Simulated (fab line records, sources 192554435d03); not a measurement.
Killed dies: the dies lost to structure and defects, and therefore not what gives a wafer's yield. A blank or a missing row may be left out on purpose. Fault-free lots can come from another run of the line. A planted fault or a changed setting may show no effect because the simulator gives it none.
Which tool did it? || flow n5_finfet || 12 lots, 36 wafers sampled, at 1 step of a route of 1938

WHAT EACH GAUGE READ, for each wafer
N5_BEOL_M4_INSPECT_13: inspects for defects (brightfield).
{"lot": "L075", "measured": "day 8 02:05", "on": "defect_inspect-01", "raw_defect_count": "388 458 353"}
{"lot": "L077", "measured": "day 8 04:25", "on": "defect_inspect-01", "raw_defect_count": "438 387 493"}
{"lot": "L079", "measured": "day 8 18:44", "on": "defect_inspect-01", "raw_defect_count": "507 565 334"}
{"lot": "L082", "measured": "day 9 09:36", "on": "defect_inspect-02", "raw_defect_count": "495 416 599"}
{"lot": "L083", "measured": "day 9 16:08", "on": "defect_inspect-02", "raw_defect_count": "506 361 479"}
{"lot": "L085", "measured": "day 10 04:43", "on": "defect_inspect-01", "raw_defect_count": "305 255 350"}
{"lot": "L088", "measured": "day 10 20:26", "on": "defect_inspect-01", "raw_defect_count": "487 409 386"}
{"lot": "L089", "measured": "day 11 14:55", "on": "defect_inspect-02", "raw_defect_count": "396 460 368"}
{"lot": "L091", "measured": "day 11 23:19", "on": "defect_inspect-02", "raw_defect_count": "404 374 461"}
{"lot": "L092", "measured": "day 12 04:11", "on": "defect_inspect-01", "raw_defect_count": "287 363 327"}
{"lot": "L095", "measured": "day 12 14:18", "on": "defect_inspect-01", "raw_defect_count": "407 421 595"}
{"lot": "L096", "measured": "day 13 06:20", "on": "defect_inspect-01", "raw_defect_count": "542 365 313"}

WHICH TOOL RAN EACH LOT (tool, then ch and the chambers of the sampled wafers, then the start)
Record: no process step prior to these readings.

THE ANSWER, worked out from the rows above alone
Rule: the usual values come from the lots themselves. The widest of any qualifying gaps counts: lots, ordered by their means at a reading, are off when they make up no more than a third of the lots, leave a main group of 4 or more, and stand apart from it by 3 or more times the standard deviation of that group's means. A main group is skipped when, at the precision printed for the reading in the tables above, its means are all equal. A lot without any number at a reading at which 4 lots or more have one is off too. Where the step has rows for the other lots, those lots are counted as sound.
No lot is off on any of the readings shown, so nothing can be concluded from this.

WHAT THE SIMULATOR PUT IN
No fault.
